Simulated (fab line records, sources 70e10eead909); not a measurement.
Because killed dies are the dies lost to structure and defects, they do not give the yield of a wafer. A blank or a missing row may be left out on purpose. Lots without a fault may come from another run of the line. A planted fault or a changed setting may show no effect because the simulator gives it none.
Chamber matching :: flow nand-harc :: NHARC_A_DECK1_JOINT_ETCHBACK_00 on rie-si-03: 4 sister chambers
The step etches the open film in HBr, target depth 30 nm, time 17.4 s. 18 wafers are shown with their chamber, then 9 later ones without.

## WAFERS WITH THEIR CHAMBER
wafer: L075.2
chamber: 1
drypump-motor-current-A (A): 5.3
throttle-valve-pct (%): 23.258
oes-product-au (a.u.): 0.997

wafer: L075.3
chamber: 3
drypump-motor-current-A (A): 6.3
throttle-valve-pct (%): 23.241
oes-product-au (a.u.): 0.991

wafer: L075.6
chamber: 1
drypump-motor-current-A (A): 5.3
throttle-valve-pct (%): 23.263
oes-product-au (a.u.): 0.996

wafer: L077.3
chamber: 0
drypump-motor-current-A (A): 6.7
throttle-valve-pct (%): 23.269
oes-product-au (a.u.): 1.002

wafer: L077.4
chamber: 2
drypump-motor-current-A (A): 6.1
throttle-valve-pct (%): 23.260
oes-product-au (a.u.): 0.998

wafer: L077.5
chamber: 0
drypump-motor-current-A (A): 6.6
throttle-valve-pct (%): 23.263
oes-product-au (a.u.): 1.008

wafer: L080.1
chamber: 0
drypump-motor-current-A (A): 6.7
throttle-valve-pct (%): 23.258
oes-product-au (a.u.): 0.996

wafer: L080.4
chamber: 1
drypump-motor-current-A (A): 5.3
throttle-valve-pct (%): 23.257
oes-product-au (a.u.): 0.983

wafer: L080.5
chamber: 0
drypump-motor-current-A (A): 6.6
throttle-valve-pct (%): 23.267
oes-product-au (a.u.): 0.994

wafer: L086.1
chamber: 2
drypump-motor-current-A (A): 6.0
throttle-valve-pct (%): 23.272
oes-product-au (a.u.): 1.000

wafer: L086.4
chamber: 3
drypump-motor-current-A (A): 6.3
throttle-valve-pct (%): 23.260
oes-product-au (a.u.): 1.006

wafer: L086.5
chamber: 0
drypump-motor-current-A (A): 6.7
throttle-valve-pct (%): 23.268
oes-product-au (a.u.): 0.991

wafer: L087.1
chamber: 0
drypump-motor-current-A (A): 6.6
throttle-valve-pct (%): 23.282
oes-product-au (a.u.): 0.995

wafer: L087.2
chamber: 2
drypump-motor-current-A (A): 6.1
throttle-valve-pct (%): 23.273
oes-product-au (a.u.): 1.007

wafer: L087.3
chamber: 3
drypump-motor-current-A (A): 6.3
throttle-valve-pct (%): 23.263
oes-product-au (a.u.): 0.998

wafer: L088.2
chamber: 1
drypump-motor-current-A (A): 5.3
throttle-valve-pct (%): 23.266
oes-product-au (a.u.): 1.005

wafer: L088.3
chamber: 2
drypump-motor-current-A (A): 6.1
throttle-valve-pct (%): 23.273
oes-product-au (a.u.): 1.002

wafer: L088.5
chamber: 3
drypump-motor-current-A (A): 6.3
throttle-valve-pct (%): 23.258
oes-product-au (a.u.): 0.994

SIGNATURES (averages over the wafers above)
reading: drypump-motor-current-A
chamber 0: 6.650
chamber 1: 5.300
chamber 2: 6.075
chamber 3: 6.300
scatter within a chamber: 0.0401

reading: throttle-valve-pct
chamber 0: 23.26783
chamber 1: 23.26100
chamber 2: 23.26950
chamber 3: 23.25550
scatter within a chamber: 0.00752

reading: oes-product-au
chamber 0: 0.99767
chamber 1: 0.99525
chamber 2: 1.00175
chamber 3: 0.99725
scatter within a chamber: 0.00662
Rule: a wafer's distance from a chamber is the root of the sum, over the readings, of the square of ((its reading less the chamber's mean) divided by the reading's scatter). If the next closest chamber is less than 2 further off than the closest, the wafer can't be placed; otherwise it belongs to the closest. The scatter: take each reading less its chamber's mean, square it, sum over the shown wafers, divide by the number of wafers less the number of chambers, and take the root.

## WAFERS WITHOUT THEIR CHAMBER
wafer: L091.1
drypump-motor-current-A (A): 6.0
throttle-valve-pct (%): 23.256
oes-product-au (a.u.): 1.010

wafer: L091.2
drypump-motor-current-A (A): 5.3
throttle-valve-pct (%): 23.271
oes-product-au (a.u.): 1.002

wafer: L091.6
drypump-motor-current-A (A): 6.3
throttle-valve-pct (%): 23.277
oes-product-au (a.u.): 1.004

wafer: L092.2
drypump-motor-current-A (A): 6.3
throttle-valve-pct (%): 23.261
oes-product-au (a.u.): 0.996

wafer: L092.5
drypump-motor-current-A (A): 5.3
throttle-valve-pct (%): 23.267
oes-product-au (a.u.): 0.996

wafer: L092.6
drypump-motor-current-A (A): 6.6
throttle-valve-pct (%): 23.273
oes-product-au (a.u.): 1.000

wafer: L094.1
drypump-motor-current-A (A): 5.3
throttle-valve-pct (%): 23.285
oes-product-au (a.u.): 1.002

wafer: L094.3
drypump-motor-current-A (A): 6.1
throttle-valve-pct (%): 23.267
oes-product-au (a.u.): 1.000

wafer: L094.4
drypump-motor-current-A (A): 6.3
throttle-valve-pct (%): 23.264
oes-product-au (a.u.): 0.990

## EACH ONE'S CHAMBER
wafer: L091.1
from the rows above: 2
in truth: 2

wafer: L091.2
from the rows above: 1
in truth: 1

wafer: L091.6
from the rows above: 3
in truth: 3

wafer: L092.2
from the rows above: 3
in truth: 3

wafer: L092.5
from the rows above: 1
in truth: 1

wafer: L092.6
from the rows above: 0
in truth: 0

wafer: L094.1
from the rows above: 1
in truth: 1

wafer: L094.3
from the rows above: 2
in truth: 2

wafer: L094.4
from the rows above: 3
in truth: 3
Correctly placed: 9 of 9. Not placeable from these rows: 0. Placed wrongly: 0.
